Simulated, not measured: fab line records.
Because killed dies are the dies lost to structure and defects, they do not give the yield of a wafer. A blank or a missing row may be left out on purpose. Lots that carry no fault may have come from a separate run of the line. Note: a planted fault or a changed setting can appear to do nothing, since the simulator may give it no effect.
fab line records	flow n5Finfet
[record] lots = 5	wafers = 15	lastDay = 17
route steps=1938 shown BEOL_M4@1099 BEOL_M5@1112 BEOL_M8@1395 PASSIVATION@1936
lots untouched by any fault: they come from a run of this same line in which no faults occurred
startH: the number of hours between the record's first day and the start of the first shown wafer of the lot	waitH: hours since the lot's step before	" identical to the entry in the row above	L1.1+2: several wafers, shown together as one row	- value missing, or start not given	* or withheld: withheld	< > ~ a bound
route shown NAME@n: names a module that has steps shown in the file, with the first one's number in the route	usual: mean/standard deviation of fault-free wafers	same: alike in all rows	chamber/n: place in a boat	sites: each site's reading	_std_site: the standard deviation of these	_edge_site: outer sites' mean less inner sites'	radiusMm: how far each site lies from the wafer's centre	mask NAME#n: copy n	behind: the most recent tool/chamber to have shaped the wafer	hold: the reason the lot was held/the length of the hold in hours/how it ended	device: whichever transistor did not switch (one of n, p or np)	end of line: tests of these same wafers at the route's end	a step with no rows: only its recipe	killed: dies that structure and defects cost at the first sort, which is not the same as the wafer's yield	map: shows each die of a wafer: x if killed, . if not, _ if none is there
set.NAME: the setting the step ran with; set.NAME@STEP: the setting that earlier step ran with	model.NAME: the simulator's own value behind a step, which no gauge read
lots seen at some steps along the route; tables by step, rows by wafer
services: the hour from which a tool's chamber was out of use, counted from the record's first day as startH (under 0 if before that day), plus the number of hours and why
[[steps]]
[step N5_BEOL_M4_ANNEAL_95]
[recipe] tempC = 400	timeS = 240	ambient = vacuum
[step N5_BEOL_M4_SPUTTER_96]
[recipe] material = Cu	targetThkA = 45	tempC = -20	chamberPressurePa = 0.07	powerW = withheld	timeS = 8.29
[step N5_BEOL_M4_ECD_50]
[recipe] material = Cu	targetThkA = 3000
[step N5_BEOL_M4_ANNEAL_51]
[recipe] tempC = 225	timeS = 90	ambient = N2
[step N5_BEOL_M4_CMP_52]
[recipe] stopOn = SiOC	tOverpolishS = 6.8	downForcePsi = 1	platenRpm = 50	clearingPlatenDownForcePsi = 1.5	clearingPlatenRpm = 50	postCmpClean = cuAlkaline	targetThkNm = 40	clearingPlatenPadVelocityMS = 0.99484	padVelocityMS = 0.99484
[step N5_BEOL_M4_PRE_CLEAN_60]
[recipe] gas = NH3/H2	timeS = 15	tempC = *	rfPowerW = 300
[step N5_BEOL_M4_CO_CAP_55]
[recipe] material = Co	targetThkA = 20	tempC = 200	precursor = CCTBA/H2	pressureTorr = 30	timeS = 102.1
[step N5_BEOL_M4_PRE_CLEAN_56]
[recipe] gas = NH3	timeS = 15	tempC = withheld	rfPowerW = 300
[step N5_BEOL_M4_DEP_57]
[recipe] material = SiCN	targetThkA = 80	tempC = withheld	precursor = 3MS/NH3	pressureTorr = 3	rfW = 202	timeS = 14
[step N5_BEOL_M4_RC_MEAS_101]
[usual] DIBL_N = 36.0/2.5	DIBL_P = 36.2/3	IOFF_N = 0.16/0.044	IOFF_P = 0.21/0.049	ION_N = 671/15	ION_P = 461/8.7	SS_N = 71.5/0.72	SS_P = 73.4/0.9	VT_N = 251/4.4	VT_P = -250/4
lot.wafer	tool	chamber	startH	waitH	DIBL_N[mV/V]	DIBL_P[mV/V]	IOFF_N[nA/um]	IOFF_P[nA/um]	ION_N[uA/um]	ION_P[uA/um]	SS_N[mV/dec]	SS_P[mV/dec]	VT_N[mV]	VT_P[mV]
L704.2	prober-02	0	189.40	0.8	29.5	30.2	0.08	0.13	638	444	70.2	71.6	261	-259
L704.4	"	0	"	"	31.8	32.8	0.10	0.14	651	447	71.0	72.9	258	-258
L704.6	"	0	"	"	34.0	36.0	0.12	0.18	647	447	71.3	73.2	257	-257
L706.1	prober-02	0	206.65	0.0	36.0	38.5	0.17	0.23	659	456	71.8	74.9	248	-248
L706.2	"	0	"	"	34.5	36.1	0.15	0.20	676	468	71.1	73.7	247	-249
L706.5	"	0	"	"	33.9	35.1	0.13	0.18	656	451	71.0	73.2	251	-252
L708.2	prober-02	0	215.42	0.2	37.3	37.8	0.17	0.23	682	467	71.5	73.6	248	-250
L708.3	"	0	"	"	35.3	35.8	0.13	0.19	675	467	71.4	73.0	250	-253
L708.5	"	0	"	"	38.8	38.8	0.21	0.24	697	474	72.1	74.2	245	-247
L707.1	prober-01	0	215.44	0.0	33.3	33.9	0.12	0.17	677	464	71.2	73.7	252	-253
L707.4	"	0	"	"	38.9	40.1	0.21	0.24	690	456	72.6	74.3	247	-249
L707.5	"	0	"	"	34.6	34.6	0.14	0.17	673	459	71.7	72.8	252	-255
L725.1	prober-01	0	308.34	0.0	39.0	39.1	0.20	0.29	666	460	72.7	74.2	248	-248
L725.2	"	0	"	"	35.8	35.5	0.15	0.20	658	457	71.9	72.7	252	-250
L725.4	"	0	"	"	35.1	34.9	0.14	0.19	684	470	70.8	73.6	250	-250
[step N5_BEOL_M5_ILD_DEP_00]
[recipe] material = SiCOH_lowk	targetThkA = 1406.4	tempC = 300	precursor = DEMS/porogen	pressureTorr = 5	rfW = 500	timeS = 25.9
[step N5_BEOL_M5_CURE_79]
[recipe] tempC = 385	timeS = 240	ambient = He/Ar	material = SiCOH_lowk
[step N5_BEOL_M5_PECVD_70]
[recipe] material = SiO2	targetThkA = 160	tempC = 400	precursor = TEOS/O2	pressureTorr = 5.5	rfW = 450	teosFlowSccm = 53.8	gas = O2	flowSccm = 3000	timeS = 18
[step N5_BEOL_M5_HM_DEP_02]
[recipe] material = TiN	targetThkA = 200	tempC = 25	chamberPressurePa = 0.49996
[step N5_BEOL_M5_COAT_59]
[recipe] resist = SOC	tempC = 250	timeS = 60	spinRpm = 1500	resistThkNm = 60
[step N5_BEOL_M5_COAT_60]
[recipe] resist = SiARC	tempC = 220	timeS = 60	spinRpm = 1500	resistThkNm = 12
[step N5_BEOL_M5_COAT_71]
[recipe] resist = underlayer	tempC = 205	timeS = 60	spinRpm = 1500	resistThkNm = 5
[step N5_BEOL_M5_COAT_05]
[recipe] resist = CAR-EUV	spinRpm = 1500	resistThkNm = 30
[step N5_BEOL_M5_EBR_07]
[recipe] solvent = PGMEA	ebrWidthMm = 1.5
[step N5_BEOL_M5_SOFTBAKE_06]
[recipe] tempC = 110	timeS = 60	resist = CAR-EUV
[step N5_BEOL_M5_EXPOSE_08]
[recipe] maskId = M5	na = 0.33	sourceShape = annular	sigmaInner = 0.4	sigmaOuter = 0.8	polarization = unpolarized	targetCdNm = 28	doseMj = 35.75
[step N5_BEOL_M5_PEB_09]
[recipe] pebTempC = 100	pebTimeS = 60	resist = CAR-EUV
[step N5_BEOL_M5_DEVELOP_10]
[recipe] developTimeS = 30	developer = TMAH	resist = CAR-EUV	rinseLiquid = surfactantRinse	dry = airSpin	devTempC = 23
[step N5_BEOL_M5_DESCUM_16]
[recipe] chemistry = O2	timeS = 7	sourcePowerW = 50	biasPowerW = 20	pressureMtorr = 20	rfFrequencyHz = 2.712e+07	tempC = 40	resist = CAR-EUV	o2FlowSccm = 225
[step N5_BEOL_M5_ETCH_72]
[recipe] chemistry = N2/H2	target = underlayer	targetDepthA = 65	maskMaterial = CAR-EUV	timeS = 5.2	ionEnergyEv = 200	pressureMtorr = 30	sourceW = 840	biasW = 150	n2FlowSccm = 200	h2FlowSccm = 200	ends = cleared
[step N5_BEOL_M5_ETCH_61]
[recipe] chemistry = CF4	target = SiARC	targetDepthA = 156	maskMaterial = CAR-EUV	timeS = 26	ionEnergyEv = 80	pressureMtorr = 40	sourceW = 545	biasW = 36	Ar_flow_sccm = 100	cf4FlowSccm = 100	ends = cleared
[step N5_BEOL_M5_ETCH_62]
[recipe] chemistry = N2/H2	target = SOC	targetDepthA = 750	overetchA = 150	maskMaterial = SiARC	tempC = 40	timeS = 112.5	ionEnergyEv = 200	pressureMtorr = 30	sourceW = 840	biasW = 150	n2FlowSccm = 200	h2FlowSccm = 200
[step N5_BEOL_M5_STRIP_63]
[recipe] chemistry = N2/H2	tempC = 40	n2FlowSccm = 200	h2FlowSccm = 200	rfFrequencyHz = 6e+07
[step N5_BEOL_M5_STRIP_73]
[recipe] chemistry = N2/H2	tempC = 40	n2FlowSccm = 200	h2FlowSccm = 200	rfFrequencyHz = 6e+07
[step N5_BEOL_M5_STRIP_64]
[recipe] chemistry = CF4	resist = SiARC	powerW = 300	biasPowerW = 75	pressureMtorr = 50	cf4FlowSccm = 150	rfFrequencyHz = 6e+07
[step N5_BEOL_M5_HM_OPEN_17]
[recipe] chemistry = Cl2/BCl3	targetDepthA = 200	overetchA = 60	target = TiN	maskMaterial = SOC	ionEnergyEv = 150	pressureMtorr = 10	icpW = 1000	biasW = 126	Cl2_flow_sccm = 53.25	bcl3FlowSccm = 21.75	Ar_flow_sccm = 25
[step N5_BEOL_M5_STRIP_19]
[recipe] chemistry = O2	powerW = 400	tempC = 40	pressureMtorr = 30	rfFrequencyHz = 6e+07	biasPowerW = 0	overashFraction = 0.2	o2FlowSccm = 225
[step N5_BEOL_M5_COAT_65]
[recipe] resist = SOC	tempC = 250	timeS = 60	spinRpm = 1500	resistThkNm = 60
[step N5_BEOL_M5_COAT_66]
[recipe] resist = SiARC	tempC = 220	timeS = 60	spinRpm = 1500	resistThkNm = 12
[step N5_BEOL_M8_CMP_52]
[recipe] stopOn = SiCOH_lowk	tOverpolishS = 6.9	downForcePsi = 1	platenRpm = 50	clearingPlatenDownForcePsi = 1.5	clearingPlatenRpm = 50	postCmpClean = cuAlkaline	targetThkNm = 80	clearingPlatenPadVelocityMS = 0.99484	padVelocityMS = 0.99484
[usual] barrierFieldEndpointS = 28.4/0.86	clearingPlatenRpm = 50.000/0.027	motorCurrentA = 5.9/0.76	overpolishRunS = 6.900/0.0094	timeToEndpointS = 61/3.9
lot.wafer	tool	chamber	startH	waitH	barrierFieldEndpointS	clearingPlatenRpm	motorCurrentA	overpolishRunS	timeToEndpointS
L704.2	cmp-04	2	224.95	0.2	27.8	50.026	6.0	6.893	55
L704.4	"	0	"	"	28.8	50.008	5.8	6.912	58
L704.6	"	1	"	"	29.3	50.008	4.4	6.894	59
L706.1	cmp-04	1	245.97	0.3	46.7	49.990	4.7	0.045	82
L706.2	"	0	"	"	28.6	50.041	5.8	6.922	65
L706.5	"	1	"	"	29.2	50.006	4.6	6.889	66
L708.3	cmp-04	0	254.13	0.2	46.7	49.990	6.1	0.045	82
L708.2	"	2	"	"	28.2	50.057	5.6	6.891	59
L708.5	"	3	"	"	28.7	49.964	5.9	6.895	58
L707.4	cmp-04	3	254.77	0.3	28.1	50.022	6.0	6.901	54
L707.1	"	1	"	"	46.7	50.041	4.4	0.041	81
L707.5	"	0	"	"	28.1	49.988	5.7	6.884	60
L725.1	cmp-03	3	346.80	0.3	29.0	49.978	5.8	6.907	66
L725.4	"	0	"	"	28.5	49.995	7.4	6.887	61
L725.2	"	1	"	"	28.6	50.024	6.2	6.905	60
[step N5_BEOL_M8_THK_MEAS_53]
[recipe] thkMeasGauge = xrf	reads = Cu_of_BEOL_M8_ECD_50
[usual] M8_THK = 78.8/2.4
lot.wafer	tool	chamber	startH	waitH	M8_THK[nm]
L704.2	filmMetro-01	-	225.20	-	78.1
L704.4	"	-	"	"	75.4
L704.6	"	-	"	"	77.3
L706.1	filmMetro-02	-	246.26	-	185.0
L706.2	"	-	"	"	78.7
L706.5	"	-	"	"	79.3
L708.2	filmMetro-02	-	254.38	-	80.5
L708.3	"	-	"	"	184.4
L708.5	"	-	"	"	78.9
L707.1	filmMetro-02	-	255.06	-	192.5
L707.4	"	-	"	"	76.4
L707.5	"	-	"	"	80.4
L725.1	filmMetro-02	-	347.09	-	78.5
L725.2	"	-	"	"	79.1
L725.4	"	-	"	"	77.5
[step N5_BEOL_M8_INSPECT_58]
[recipe] inspectInstrument = darkfield	mode = postDep
[usual] rawDefectCount = 76/25
lot.wafer	tool	chamber	startH	waitH	rawDefectCount
L704.2	defectInspect-01	-	225.36	0.0	67
L704.4	"	-	"	"	100
L704.6	"	-	"	"	61
L706.1	defectInspect-01	-	246.42	0.0	1064
L706.2	"	-	"	"	75
L706.5	"	-	"	"	120
L708.2	defectInspect-01	-	254.54	0.0	114
L708.3	"	-	"	"	1106
L708.5	"	-	"	"	124
L707.1	defectInspect-01	-	255.22	0.0	1134
L707.4	"	-	"	"	73
L707.5	"	-	"	"	71
L725.1	defectInspect-01	-	347.25	0.0	48
L725.2	"	-	"	"	73
L725.4	"	-	"	"	82
[step N5_PASSIVATION_PROBE_49]
[usual] defectLimitedYield = 91.7/1.4	killed_at_M0_to_M3 = 31/11	killed_at_M4_up = 13/4.6	killedAtContacts = 13/6.7	killedAtFrontEnd = 39/9.6	killedAtOther = 3.5/2.8	killedDies = 98/16	killedOnRim = 13/4.2	killedOpen = 64/11	killedShort = 33/8.5	sort_bin_5_function = 4.9/0.96	sort_bin_6_memory = 3.1/0.59	sort_bin_8_speed = 0.2/1.3	sortNPass = 1080/23	sortYieldPct = 91.5/1.9
[same] grossDies = 1180	killedAtBackSide = 0	sort_bin_4_leakage[%] = 0
lot.wafer	tool	chamber	startH	waitH	defectLimitedYield[%]	killed_at_M0_to_M3	killed_at_M4_up	killedAtContacts	killedAtFrontEnd	killedAtOther	killedDies	killedOnRim	killedOpen	killedShort	sort_bin_5_function[%]	sort_bin_6_memory[%]	sort_bin_8_speed[%]	sortNPass	sortYieldPct[%]
L704.2	prober-01	-	301.91	0.2	90.3	31	17	9	55	3	115	14	74	37	4.7	4.7	2.5	1035	87.7
L704.4	prober-01	-	302.01	0.3	92.5	14	11	1	58	5	89	7	63	26	4.1	3.4	0	1091	92.5
L704.6	prober-01	-	302.11	0.4	93.5	18	13	13	32	1	77	9	50	27	3.7	2.5	0	1103	93.5
L706.1	prober-01	-	310.50	0.0	0	29	1091	17	42	1	1180	152	79	27	5.3	3.3	0	0	0
L706.2	prober-01	-	310.55	0.1	92.5	23	6	13	43	3	88	10	54	34	4.7	2.5	0	1092	92.5
L706.5	prober-01	-	310.70	0.2	91.3	26	13	17	47	0	103	12	67	36	5.8	2.4	0	1077	91.3
L707.1	prober-01	-	319.15	0.0	0	36	1082	10	44	8	1180	152	73	36	5.3	3.5	0	0	0
L707.4	prober-01	-	319.30	0.2	91.4	30	7	15	44	5	101	12	65	36	5.3	3.2	0	1079	91.4
L707.5	prober-01	-	319.35	0.2	93.1	22	8	11	33	8	82	13	59	23	3.6	3.1	0	1098	93.1
L708.2	prober-02	-	326.53	0.8	91.2	22	18	10	50	4	104	14	67	37	4.6	3.7	0	1076	91.2
L708.3	prober-02	-	326.58	0.9	0	29	1103	2	46	0	1180	152	53	34	4.2	2.9	0	0	0
L708.5	prober-02	-	326.68	1.0	93.8	16	23	8	26	0	73	6	52	20	3.2	2.5	0	1107	93.8
L725.1	prober-01	-	410.81	0.0	93.1	29	11	13	28	1	82	9	54	27	4.3	2.4	0	1098	93.1
L725.2	prober-01	-	410.86	0.1	91.5	26	17	14	43	0	100	11	60	38	4.8	3.1	0	1080	91.5
L725.4	prober-01	-	410.96	0.2	92.4	19	10	11	46	4	90	18	64	24	4.0	3.6	0	1090	92.4
// killed by level:class
L704.2 STI_FIN_REVEAL:geometricParticle:open=21 BEOL_M0_SAQP:geometricParticle:short=8 BEOL_M1:geometricParticle:open=8 MOL_CONTACT_COAG:geometricParticle:open=7 BEOL_M3:geometricParticle:open=7 BEOL_M4:geometricParticle:open=7 FIN_SAQP:geometricParticle:open=6 FIN_SAQP:geometricParticle:short=6
L704.4 STI_FIN_REVEAL:geometricParticle:open=28 FIN_SAQP:geometricParticle:open=10 STI_FIN_REVEAL:geometricParticle:short=8 BEOL_M1:geometricParticle:open=6 BEOL_M4:geometricParticle:open=5 DUMMY_GATE:geometricParticle:open=4 GATE_CUT:geometricParticle:short=4 BEOL_M1:geometricParticle:short=2
L704.6 MOL_CONTACT_COAG:geometricParticle:open=12 STI_FIN_REVEAL:geometricParticle:open=9 STI_FIN_REVEAL:geometricParticle:short=8 FIN_SAQP:geometricParticle:short=4 ILD0:geometricParticle:open=4 BEOL_M1:geometricParticle:open=4 BEOL_M3:geometricParticle:open=4 BEOL_M4:geometricParticle:open=4
L706.1 BEOL_M8:areaCmp=1074 FIN_SAQP:geometricParticle:open=15 MOL_CONTACT_COAG:geometricParticle:open=13 FIN_SAQP:geometricParticle:short=11 BEOL_M4:geometricParticle:open=11 STI_FIN_REVEAL:geometricParticle:open=7 BEOL_M1:geometricParticle:open=7 BEOL_M3:geometricParticle:open=6
L706.2 FIN_SAQP:geometricParticle:short=11 STI_FIN_REVEAL:geometricParticle:open=10 BEOL_M3:geometricParticle:open=9 MOL_CONTACT_COAG:geometricParticle:short=7 MOL_CONTACT_COAG:geometricParticle:open=6 BEOL_M2:geometricParticle:open=6 BEOL_M0_SAQP:geometricParticle:open=4 FIN_SAQP:geometricParticle:open=3
L706.5 STI_FIN_REVEAL:geometricParticle:open=15 MOL_CONTACT_COAG:geometricParticle:open=14 FIN_SAQP:geometricParticle:short=9 BEOL_M0_SAQP:geometricParticle:open=8 BEOL_M0_SAQP:geometricParticle:short=8 BEOL_M4:geometricParticle:open=7 GATE_CUT:geometricParticle:short=6 BEOL_M2:geometricParticle:open=3
L707.1 BEOL_M8:areaCmp=1071 BEOL_M1:geometricParticle:open=12 GATE_CUT:geometricParticle:short=9 BEOL_M0:geometricParticle:open=9 FIN_SAQP:geometricParticle:short=7 STI_FIN_REVEAL:geometricParticle:open=7 MOL_CONTACT_COAG:geometricParticle:open=7 GATE_CUT:geometricParticle:open=5
L707.4 MOL_CONTACT_COAG:geometricParticle:open=13 GATE_CUT:geometricParticle:short=8 STI_FIN_REVEAL:geometricParticle:open=7 DUMMY_GATE:geometricParticle:open=6 BEOL_M3:geometricParticle:open=6 GATE_CUT:geometricParticle:open=5 BEOL_M0:geometricParticle:open=5 BEOL_M1:geometricParticle:short=5
L707.5 MOL_CONTACT_COAG:geometricParticle:open=9 BEOL_M0:geometricParticle:open=5 STI_FIN_REVEAL:geometricParticle:open=5 DUMMY_GATE:geometricParticle:open=5 BEOL_M3:geometricParticle:short=5 BEOL_M4:geometricParticle:open=5 FIN_SAQP:geometricParticle:open=4 GATE_CUT:geometricParticle:open=4
L708.2 STI_FIN_REVEAL:geometricParticle:open=18 MOL_CONTACT_COAG:geometricParticle:open=7 FIN_SAQP:geometricParticle:short=6 BEOL_M1:geometricParticle:open=6 FIN_SAQP:geometricParticle:open=4 BEOL_M0_SAQP:geometricParticle:open=4 BEOL_M4:geometricParticle:open=4 STARTING-WAFER:geometricParticle:short=4
L708.3 BEOL_M8:areaCmp=1092 STI_FIN_REVEAL:geometricParticle:open=19 BEOL_M0_SAQP:geometricParticle:open=6 BEOL_M0:geometricParticle:short=5 STARTING-WAFER:geometricParticle:open=5 FIN_SAQP:geometricParticle:open=4 STI_FIN_REVEAL:geometricParticle:short=4 BEOL_M0_SAQP:geometricParticle:short=4
L708.5 BEOL_M4:geometricParticle:open=12 STI_FIN_REVEAL:geometricParticle:open=6 MOL_CONTACT_COAG:geometricParticle:open=6 BEOL_M5:geometricParticle:open=5 FIN_SAQP:geometricParticle:short=4 BEOL_M0:geometricParticle:open=4 STARTING-WAFER:geometricParticle:open=4 ILD0:geometricParticle:short=3
L725.1 BEOL_M0_SAQP:geometricParticle:open=11 MOL_CONTACT_COAG:geometricParticle:open=9 BEOL_M0_SAQP:geometricParticle:short=8 FIN_SAQP:geometricParticle:open=7 BEOL_M4:geometricParticle:open=6 MOL_CONTACT_COAG:geometricParticle:short=4 BEOL_M2:geometricParticle:open=4 FIN_SAQP:geometricParticle:short=3
L725.2 MOL_CONTACT_COAG:geometricParticle:open=11 FIN_SAQP:geometricParticle:short=10 BEOL_M1:geometricParticle:open=8 STI_FIN_REVEAL:geometricParticle:open=7 BEOL_M4:geometricParticle:open=6 GATE_CUT:geometricParticle:open=5 BEOL_M0_SAQP:geometricParticle:short=5 BEOL_M5:geometricParticle:open=4
L725.4 FIN_SAQP:geometricParticle:open=15 STI_FIN_REVEAL:geometricParticle:open=10 MOL_CONTACT_COAG:geometricParticle:open=10 FIN_SAQP:geometricParticle:short=6 BEOL_M1:geometricParticle:open=6 BEOL_M0_SAQP:geometricParticle:short=4 BEOL_M3:geometricParticle:open=4 GATE_CUT:geometricParticle:short=3
// map L706.1 (x killed, . not)
_________________xxxxxxxxxxxx________________
______________xxxxxxxxxxxxxxxxxx_____________
___________xxxxxxxxxxxxxxxxxxxxxxxx__________
__________xxxxxxxxxxxxxxxxxxxxxxxxxx_________
________xxxxxxxxxxxxxxxxxxxxxxxxxxxxxx_______
_______xxxxxxxxxxxxxxxxxxxxxxxxxxxxxxxx______
______xxxxxxxxxxxxxxxxxxxxxxxxxxxxxxxxxx_____
_____xxxxxxxxxxxxxxxxxxxxxxxxxxxxxxxxxxxx____
____xxxxxxxxxxxxxxxxxxxxxxxxxxxxxxxxxxxxxx___
___xxxxxxxxxxxxxxxxxxxxxxxxxxxxxxxxxxxxxxxx__
___xxxxxxxxxxxxxxxxxxxxxxxxxxxxxxxxxxxxxxxx__
__xxxxxxxxxxxxxxxxxxxxxxxxxxxxxxxxxxxxxxxxxx_
__xxxxxxxxxxxxxxxxxxxxxxxxxxxxxxxxxxxxxxxxxx_
_xxxxxxxxxxxxxxxxxxxxxxxxxxxxxxxxxxxxxxxxxxxx
_xxxxxxxxxxxxxxxxxxxxxxxxxxxxxxxxxxxxxxxxxxxx
_xxxxxxxxxxxxxxxxxxxxxxxxxxxxxxxxxxxxxxxxxxxx
_xxxxxxxxxxxxxxxxxxxxxxxxxxxxxxxxxxxxxxxxxxxx
_xxxxxxxxxxxxxxxxxxxxxxxxxxxxxxxxxxxxxxxxxxxx
_xxxxxxxxxxxxxxxxxxxxxxxxxxxxxxxxxxxxxxxxxxxx
_xxxxxxxxxxxxxxxxxxxxxxxxxxxxxxxxxxxxxxxxxxxx
_xxxxxxxxxxxxxxxxxxxxxxxxxxxxxxxxxxxxxxxxxxxx
__xxxxxxxxxxxxxxxxxxxxxxxxxxxxxxxxxxxxxxxxxx_
__xxxxxxxxxxxxxxxxxxxxxxxxxxxxxxxxxxxxxxxxxx_
___xxxxxxxxxxxxxxxxxxxxxxxxxxxxxxxxxxxxxxxx__
___xxxxxxxxxxxxxxxxxxxxxxxxxxxxxxxxxxxxxxxx__
____xxxxxxxxxxxxxxxxxxxxxxxxxxxxxxxxxxxxxx___
_____xxxxxxxxxxxxxxxxxxxxxxxxxxxxxxxxxxxx____
______xxxxxxxxxxxxxxxxxxxxxxxxxxxxxxxxxx_____
_______xxxxxxxxxxxxxxxxxxxxxxxxxxxxxxxx______
________xxxxxxxxxxxxxxxxxxxxxxxxxxxxxx_______
__________xxxxxxxxxxxxxxxxxxxxxxxxxx_________
___________xxxxxxxxxxxxxxxxxxxxxxxx__________
______________xxxxxxxxxxxxxxxxxx_____________
_________________xxxxxxxxxxxx________________
// map L707.1 (x killed, . not)
_________________xxxxxxxxxxxx________________
______________xxxxxxxxxxxxxxxxxx_____________
___________xxxxxxxxxxxxxxxxxxxxxxxx__________
__________xxxxxxxxxxxxxxxxxxxxxxxxxx_________
________xxxxxxxxxxxxxxxxxxxxxxxxxxxxxx_______
_______xxxxxxxxxxxxxxxxxxxxxxxxxxxxxxxx______
______xxxxxxxxxxxxxxxxxxxxxxxxxxxxxxxxxx_____
_____xxxxxxxxxxxxxxxxxxxxxxxxxxxxxxxxxxxx____
____xxxxxxxxxxxxxxxxxxxxxxxxxxxxxxxxxxxxxx___
___xxxxxxxxxxxxxxxxxxxxxxxxxxxxxxxxxxxxxxxx__
___xxxxxxxxxxxxxxxxxxxxxxxxxxxxxxxxxxxxxxxx__
__xxxxxxxxxxxxxxxxxxxxxxxxxxxxxxxxxxxxxxxxxx_
__xxxxxxxxxxxxxxxxxxxxxxxxxxxxxxxxxxxxxxxxxx_
_xxxxxxxxxxxxxxxxxxxxxxxxxxxxxxxxxxxxxxxxxxxx
_xxxxxxxxxxxxxxxxxxxxxxxxxxxxxxxxxxxxxxxxxxxx
_xxxxxxxxxxxxxxxxxxxxxxxxxxxxxxxxxxxxxxxxxxxx
_xxxxxxxxxxxxxxxxxxxxxxxxxxxxxxxxxxxxxxxxxxxx
_xxxxxxxxxxxxxxxxxxxxxxxxxxxxxxxxxxxxxxxxxxxx
_xxxxxxxxxxxxxxxxxxxxxxxxxxxxxxxxxxxxxxxxxxxx
_xxxxxxxxxxxxxxxxxxxxxxxxxxxxxxxxxxxxxxxxxxxx
_xxxxxxxxxxxxxxxxxxxxxxxxxxxxxxxxxxxxxxxxxxxx
__xxxxxxxxxxxxxxxxxxxxxxxxxxxxxxxxxxxxxxxxxx_
__xxxxxxxxxxxxxxxxxxxxxxxxxxxxxxxxxxxxxxxxxx_
___xxxxxxxxxxxxxxxxxxxxxxxxxxxxxxxxxxxxxxxx__
___xxxxxxxxxxxxxxxxxxxxxxxxxxxxxxxxxxxxxxxx__
____xxxxxxxxxxxxxxxxxxxxxxxxxxxxxxxxxxxxxx___
_____xxxxxxxxxxxxxxxxxxxxxxxxxxxxxxxxxxxx____
______xxxxxxxxxxxxxxxxxxxxxxxxxxxxxxxxxx_____
_______xxxxxxxxxxxxxxxxxxxxxxxxxxxxxxxx______
________xxxxxxxxxxxxxxxxxxxxxxxxxxxxxx_______
__________xxxxxxxxxxxxxxxxxxxxxxxxxx_________
___________xxxxxxxxxxxxxxxxxxxxxxxx__________
______________xxxxxxxxxxxxxxxxxx_____________
_________________xxxxxxxxxxxx________________
[[services]]
tool	chamber	startH	hours	kind
cmp-04	-	248.72	3.4	repair
cmp-04	-	269.35	4.0	pm
cmp-04	-	273.35	-	consumableReplace:conditioner
cmp-04	-	273.35	-	consumableReplace:pad
cmp-03	-	281.13	8.0	repair
cmp-04	-	284.46	6.0	pm
cmp-04	-	330.87	1.7	repair
[[key]]
[firstSign] step = N5_BEOL_M8_CMP_52	reading = overpolishRunS	direction = down	sigmas = 99+	usual = 6.900	struck = 0.044
[effect] step = N5_BEOL_M8_CMP_52	reading = barrierFieldEndpointS	direction = up	sigmas = 21	usual = 28.4	struck = 46.7
[effect] step = N5_BEOL_M8_THK_MEAS_53	reading = M8_THK	direction = up	sigmas = 45	usual = 78.8	struck = 187.3
[effect] step = N5_BEOL_M8_INSPECT_58	reading = rawDefectCount	direction = up	sigmas = 42	usual = 76	struck = 1101
[effect] step = N5_PASSIVATION_PROBE_49	reading = killed_at_M4_up	direction = up	sigmas = 99+	usual = 13	struck = 1092
[moreKillsBornAt] N5_BEOL_M8_CMP_52@cmp-04 = 3237
metAt N5_BEOL_M8_CMP_52
struckWafers L706.1,L707.1,L708.3
laterRowsLeftOut L706.1,L707.1,L708.3
onsetBetween 224.95 245.97
[fault] kind = processParameterDrift	tool = cmp-04	chamber = -	onsetH = 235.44	steps = N5_BEOL_M8_CMP_52	channel = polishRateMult	offset = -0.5	shape = step	endH = 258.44	scope = struckWafersOnly
// laterRowsLeftOut: the simulator's readings of these wafers behind a module that went badly wrong aren't trusted and aren't shown, but for the sort
